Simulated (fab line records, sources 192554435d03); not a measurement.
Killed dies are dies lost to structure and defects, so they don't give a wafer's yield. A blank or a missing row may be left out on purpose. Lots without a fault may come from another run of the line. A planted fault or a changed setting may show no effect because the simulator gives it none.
Which tool did it? | flow n5_finfet | 24 lots, 72 wafers sampled, at 6 steps of a route of 1938

WHAT THE GAUGES READ, wafer by wafer
N5_BEOL_M15_OVL_MEAS_29.
lot  | measured     | on         | M15_OVL (nm)
L074 | day 10 20:12 | overlay-01 | -14 -11 -11
L076 | day 11 03:33 | overlay-01 | -5 -12 -11
L075 | day 11 07:55 | overlay-02 | -5 -1 -2
L077 | day 12 06:28 | overlay-01 | -5 -5 -6
L079 | day 12 10:11 | overlay-02 | -7 -12 -5
L081 | day 12 14:20 | overlay-02 | -15 -7 -5
L080 | day 12 18:11 | overlay-02 | 0 -5 -5
L078 | day 13 00:11 | overlay-02 | -5 1 0
L082 | day 13 00:24 | overlay-01 | 0 -6 2
L084 | day 13 16:58 | overlay-01 | -10 -11 -13
L083 | day 13 17:19 | overlay-02 | 2 4 3
L085 | day 13 23:48 | overlay-02 | -9 -4 -2
L086 | day 14 12:50 | overlay-02 | -3 1 4
L088 | day 14 13:36 | overlay-02 | -7 -5 -11
L087 | day 14 14:19 | overlay-02 | -5 1 -8
L089 | day 15 05:51 | overlay-02 | 2 1 0
L091 | day 15 13:03 | overlay-02 | -10 -9 -6
L092 | day 15 13:05 | overlay-02 | -11 -13 -11
L090 | day 15 18:33 | overlay-02 | 5 -3 -6
L093 | day 16 03:43 | overlay-02 | -9 -1 -7
L095 | day 16 08:08 | overlay-01 | -1 1 0
L094 | day 16 09:17 | overlay-01 | -13 -7 -7
L097 | day 17 01:13 | overlay-02 | 1 0 1
L096 | day 17 02:34 | overlay-02 | -4 0 -1

N5_BEOL_M15_RS_MEAS_54: measures by four-point-probe.
lot  | measured     | on            | M15_RS (ohm/sq)
L074 | day 10 23:46 | film_metro-01 | 0.0214 0.0221 0.0214
L076 | day 11 08:14 | film_metro-01 | 0.0211 0.0222 0.0213
L075 | day 11 11:14 | film_metro-01 | 0.0224 0.0212 0.0209
L077 | day 12 10:19 | film_metro-01 | 0.0212 0.0220 0.0212
L079 | day 12 15:22 | film_metro-02 | 0.0210 0.0208 0.0211
L081 | day 12 19:26 | film_metro-01 | 0.0215 0.0215 0.0214
L080 | day 12 22:23 | film_metro-02 | 0.0217 0.0217 0.0224
L078 | day 13 03:23 | film_metro-02 | 0.0208 0.0219 0.0210
L082 | day 13 03:21 | film_metro-02 | 0.0220 0.0212 0.0211
L084 | day 13 20:11 | film_metro-01 | 0.0210 0.0212 0.0212
L083 | day 13 20:20 | film_metro-02 | 0.0211 0.0211 0.0213
L085 | day 14 02:43 | film_metro-02 | 0.0213 0.0217 0.0219
L086 | day 14 15:53 | film_metro-02 | 0.0215 0.0216 0.0215
L088 | day 14 16:58 | film_metro-01 | 0.0211 0.0212 0.0209
L087 | day 14 17:23 | film_metro-01 | 0.0211 0.0210 0.0211
L089 | day 15 09:31 | film_metro-01 | 0.0216 0.0214 0.0218
L091 | day 15 16:32 | film_metro-01 | 0.0218 0.0214 0.0213
L092 | day 15 23:45 | film_metro-02 | 0.0205 0.0213 0.0218
L090 | day 16 01:04 | film_metro-01 | 0.0208 0.0212 0.0212
L093 | day 16 06:49 | film_metro-01 | 0.0217 0.0217 0.0213
L095 | day 16 12:03 | film_metro-01 | 0.0216 0.0214 0.0215
L094 | day 16 12:35 | film_metro-01 | 0.0209 0.0210 0.0223
L097 | day 17 06:26 | film_metro-02 | 0.0215 0.0219 0.0214
L096 | day 17 06:48 | film_metro-01 | 0.0212 0.0213 0.0214

N5_MIM_TOP_LITHO_OVL_MEAS_11.
lot  | measured     | on         | MIM_TOP_OVL (nm)
L074 | day 11 02:29 | overlay-02 | 10 10 2
L076 | day 11 12:02 | overlay-01 | 4 -6 -3
L075 | day 11 15:12 | overlay-02 | -6 0 -6
L077 | day 12 15:26 | overlay-02 | 0 9 2
L079 | day 12 19:05 | overlay-01 | -3 0 3
L081 | day 12 23:35 | overlay-02 | -1 3 10
L080 | day 13 02:41 | overlay-01 | 3 -4 6
L078 | day 13 07:37 | overlay-01 | -3 -8 4
L082 | day 13 07:35 | overlay-01 | 4 8 -4
L084 | day 13 23:05 | overlay-01 | 3 -7 6
L083 | day 13 23:19 | overlay-02 | -4 9 3
L085 | day 14 05:52 | overlay-02 | 4 2 5
L086 | day 14 20:07 | overlay-01 | 2 12 7
L088 | day 14 22:34 | overlay-01 | 3 -3 -2
L087 | day 14 22:53 | overlay-02 | 4 -1 -3
L089 | day 15 14:50 | overlay-01 | -2 6 -1
L091 | day 15 22:25 | overlay-02 | -1 0 0
L092 | day 16 04:38 | overlay-01 | -1 11 -1
L090 | day 16 05:33 | overlay-01 | -1 7 1
L093 | day 16 10:46 | overlay-01 | 4 -5 8
L095 | day 16 16:52 | overlay-02 | -3 6 10
L094 | day 16 16:43 | overlay-02 | 0 -8 4
L097 | day 17 11:01 | overlay-01 | 5 12 13
L096 | day 17 11:02 | overlay-01 | 3 13 1

WHICH TOOL RAN EACH LOT (tool, then ch and the chambers of the sampled wafers, then the start)
lot  | N5_BEOL_M15_STRIP_62                          | N5_BEOL_M15_ANNEAL_48            | N5_MIM_TOP_DEGAS_04
L074 | rie_diel-01 ch 0,2,3, day 10 23:03 or earlier | rtp_anneal-02 ch 0, day 10 23:03 | pvd_sputter-03, day 11 01:54
L076 | rie_diel-01 ch 1,2, day 11 07:28 or earlier   | rtp_anneal-02 ch 0, day 11 07:28 | pvd_sputter-03, day 11 11:35
L075 | rie_diel-02 ch 2,3, day 11 10:28 or earlier   | rtp_anneal-01 ch 0, day 11 10:28 | pvd_sputter-01, day 11 14:44
L077 | rie_diel-02 ch 0,2, day 12 09:38 or earlier   | rtp_anneal-01 ch 0, day 12 09:38 | pvd_sputter-02, day 12 14:51
L079 | rie_diel-04 ch 1,3, day 12 14:41 or earlier   | rtp_anneal-01 ch 0, day 12 14:41 | pvd_sputter-02, day 12 18:38
L081 | rie_diel-04 ch 0,1,3, day 12 18:38 or earlier | rtp_anneal-02 ch 0, day 12 18:38 | pvd_sputter-01, day 12 23:08
L080 | rie_diel-04 ch 0,1,2, day 12 21:23 or earlier | rtp_anneal-02 ch 0, day 12 21:23 | pvd_sputter-01, day 13 02:06
L078 | rie_diel-02 ch 0,1, day 13 02:40 or earlier   | rtp_anneal-01 ch 0, day 13 02:40 | pvd_sputter-03, day 13 07:10
L082 | rie_diel-04 ch 1,2, day 13 02:38 or earlier   | rtp_anneal-02 ch 0, day 13 02:38 | pvd_sputter-03, day 13 07:00
L084 | rie_diel-01 ch 0,1,3, day 13 19:26 or earlier | rtp_anneal-02 ch 0, day 13 19:26 | pvd_sputter-02, day 13 22:38
L083 | rie_diel-02 ch 0,1,2, day 13 19:40 or earlier | rtp_anneal-01 ch 0, day 13 19:40 | pvd_sputter-01, day 13 22:44
L085 | rie_diel-01 ch 1,2,3, day 14 01:59 or earlier | rtp_anneal-02 ch 0, day 14 01:59 | pvd_sputter-02, day 14 05:17
L086 | rie_diel-01 ch 1,2,3, day 14 15:10 or earlier | rtp_anneal-01 ch 0, day 14 15:10 | pvd_sputter-03, day 14 19:32
L088 | rie_diel-01 ch 0,1,2, day 14 16:17 or earlier | rtp_anneal-01 ch 0, day 14 16:17 | pvd_sputter-01, day 14 21:58
L087 | rie_diel-01 ch 2,3, day 14 16:39 or earlier   | rtp_anneal-02 ch 0, day 14 16:39 | pvd_sputter-01, day 14 22:17
L089 | rie_diel-04 ch 1,2,3, day 15 08:50 or earlier | rtp_anneal-01 ch 0, day 15 08:50 | pvd_sputter-02, day 15 14:16
L091 | rie_diel-02 ch 0,2, day 15 15:48 or earlier   | rtp_anneal-02 ch 0, day 15 15:48 | pvd_sputter-01, day 15 21:50
L092 | rie_diel-01 ch 0,1,3, day 15 23:01 or earlier | rtp_anneal-02 ch 0, day 15 23:01 | pvd_sputter-01, day 16 04:03
L090 | rie_diel-01 ch 0,2,3, day 16 00:21 or earlier | rtp_anneal-02 ch 0, day 16 00:21 | pvd_sputter-03, day 16 04:58
L093 | rie_diel-02 ch 0,3, day 16 06:08 or earlier   | rtp_anneal-02 ch 0, day 16 06:08 | pvd_sputter-02, day 16 10:11
L095 | rie_diel-02 ch 0,2,3, day 16 11:20 or earlier | rtp_anneal-01 ch 0, day 16 11:20 | pvd_sputter-01, day 16 16:14
L094 | rie_diel-04 ch 0,2,3, day 16 11:57 or earlier | rtp_anneal-02 ch 0, day 16 11:57 | pvd_sputter-01, day 16 16:07
L097 | rie_diel-01 ch 1,2,3, day 17 05:43 or earlier | rtp_anneal-01 ch 0, day 17 05:43 | pvd_sputter-02, day 17 10:25
L096 | rie_diel-02 ch 1,2, day 17 05:46 or earlier   | rtp_anneal-02 ch 0, day 17 05:46 | pvd_sputter-03, day 17 10:31
- N5_BEOL_M15_STRIP_62: strips in O2.
- N5_BEOL_M15_ANNEAL_48: time 90 s.
- N5_MIM_TOP_DEGAS_04: time 60 s.

WHAT THE TOOLS THEMSELVES READ (means of the sampled wafers that have a number; where no wafer has one, the mark that the record gives instead)
N5_BEOL_M15_STRIP_62.
lot  | tool        | drypump_motor_current_A (A) | oes_product_au (a.u.) | rf_vpp_V (V) | showerhead_plenum_p_Torr (Torr) | throttle_valve_pct (%)
L074 | rie_diel-01 | 5.5                         | 0.73                  | 3.5          | 2.15                            | 16.7
L076 | rie_diel-01 | 5.6                         | 0.77                  | 3.6          | 2.07                            | 16.7
L075 | rie_diel-02 | 5.0                         | 0.79                  | 3.5          | 2.04                            | 16.6
L077 | rie_diel-02 | 5.6                         | 0.77                  | 3.8          | 2.09                            | 16.4
L079 | rie_diel-04 | 5.3                         | 0.85                  | 3.6          | 2.07                            | 16.5
L081 | rie_diel-04 | 5.5                         | 0.83                  | 3.4          | 2.05                            | 16.6
L080 | rie_diel-04 | 5.1                         | 0.89                  | 3.5          | 2.13                            | 16.4
L078 | rie_diel-02 | 5.9                         | 0.78                  | 4.0          | 2.16                            | 16.6
L082 | rie_diel-04 | 5.0                         | 0.90                  | 3.7          | 2.15                            | 16.3
L084 | rie_diel-01 | 5.6                         | 0.79                  | 3.6          | 2.13                            | 16.5
L083 | rie_diel-02 | 5.7                         | 0.77                  | 3.2          | 2.12                            | 16.5
L085 | rie_diel-01 | 5.7                         | 0.75                  | 3.9          | 2.09                            | 16.6
L086 | rie_diel-01 | 5.7                         | 0.74                  | 3.3          | 2.09                            | 16.6
L088 | rie_diel-01 | 5.6                         | 0.78                  | 3.6          | 2.11                            | 16.6
L087 | rie_diel-01 | 5.5                         | 0.68                  | 3.7          | 2.09                            | 16.8
L089 | rie_diel-04 | 5.2                         | 0.90                  | 3.6          | 2.19                            | 16.5
L091 | rie_diel-02 | 6.1                         | 0.90                  | 3.8          | 2.10                            | 16.1
L092 | rie_diel-01 | 5.7                         | 0.77                  | 3.8          | 2.13                            | 16.6
L090 | rie_diel-01 | 5.5                         | 0.70                  | 3.7          | 2.14                            | 16.8
L093 | rie_diel-02 | 6.0                         | 0.84                  | 3.7          | 2.09                            | 16.3
L095 | rie_diel-02 | 5.5                         | 0.86                  | 3.6          | 2.07                            | 16.3
L094 | rie_diel-04 | 5.4                         | 0.87                  | 3.8          | 2.16                            | 16.6
L097 | rie_diel-01 | 5.7                         | 0.85                  | 3.6          | 2.08                            | 16.5
L096 | rie_diel-02 | 5.4                         | 0.78                  | 4.0          | 2.12                            | 16.7

N5_BEOL_M15_ANNEAL_48.
lot  | tool          | wafer_temp_C_max
L074 | rtp_anneal-02 | 226.22
L076 | rtp_anneal-02 | 225.80
L075 | rtp_anneal-01 | 225.87
L077 | rtp_anneal-01 | 226.07
L079 | rtp_anneal-01 | 225.90
L081 | rtp_anneal-02 | 225.91
L080 | rtp_anneal-02 | 225.86
L078 | rtp_anneal-01 | 226.10
L082 | rtp_anneal-02 | 226.07
L084 | rtp_anneal-02 | 225.88
L083 | rtp_anneal-01 | 226.08
L085 | rtp_anneal-02 | 226.11
L086 | rtp_anneal-01 | 225.91
L088 | rtp_anneal-01 | 225.95
L087 | rtp_anneal-02 | 225.86
L089 | rtp_anneal-01 | 226.06
L091 | rtp_anneal-02 | 225.77
L092 | rtp_anneal-02 | 225.87
L090 | rtp_anneal-02 | 225.83
L093 | rtp_anneal-02 | 225.66
L095 | rtp_anneal-01 | 225.83
L094 | rtp_anneal-02 | 225.54
L097 | rtp_anneal-01 | 226.09
L096 | rtp_anneal-02 | 225.82

N5_MIM_TOP_DEGAS_04.
lot  | tool           | heater_power_w (W)
L074 | pvd_sputter-03 | 492
L076 | pvd_sputter-03 | 486
L075 | pvd_sputter-01 | 511
L077 | pvd_sputter-02 | 570
L079 | pvd_sputter-02 | 480
L081 | pvd_sputter-01 | 585
L080 | pvd_sputter-01 | 538
L078 | pvd_sputter-03 | 535
L082 | pvd_sputter-03 | 483
L084 | pvd_sputter-02 | 528
L083 | pvd_sputter-01 | 530
L085 | pvd_sputter-02 | 527
L086 | pvd_sputter-03 | 501
L088 | pvd_sputter-01 | 525
L087 | pvd_sputter-01 | 545
L089 | pvd_sputter-02 | 481
L091 | pvd_sputter-01 | 513
L092 | pvd_sputter-01 | 514
L090 | pvd_sputter-03 | 503
L093 | pvd_sputter-02 | 476
L095 | pvd_sputter-01 | 515
L094 | pvd_sputter-01 | 557
L097 | pvd_sputter-02 | 475
L096 | pvd_sputter-03 | 499

THE ANSWER, worked out from the rows above alone
Rule: what is usual is taken from the lots themselves. Put in order of their means at a reading, lots are off if they are a third of the lots or fewer, leave a main group of 4 or more, and stand apart from it by a gap of 3 or more times the standard deviation of the main group's means; of several such gaps the widest counts. A main group whose means are all the same, to the digits that the tables above print for the reading, isn't used. A lot without any number at a reading at which 4 lots or more have one is off too. The other lots that the step has rows for count as sound. The gauges are gone through in route order, then the tools' own readings, and for those a lot's mean is taken as printed above. The first step at which some lot is off is used, and at that step the reading that is off furthest; a lot without a number counts as furthest.
No lot is off at any reading shown: from this, nothing can be told.

WHAT THE SIMULATOR HAD PUT IN
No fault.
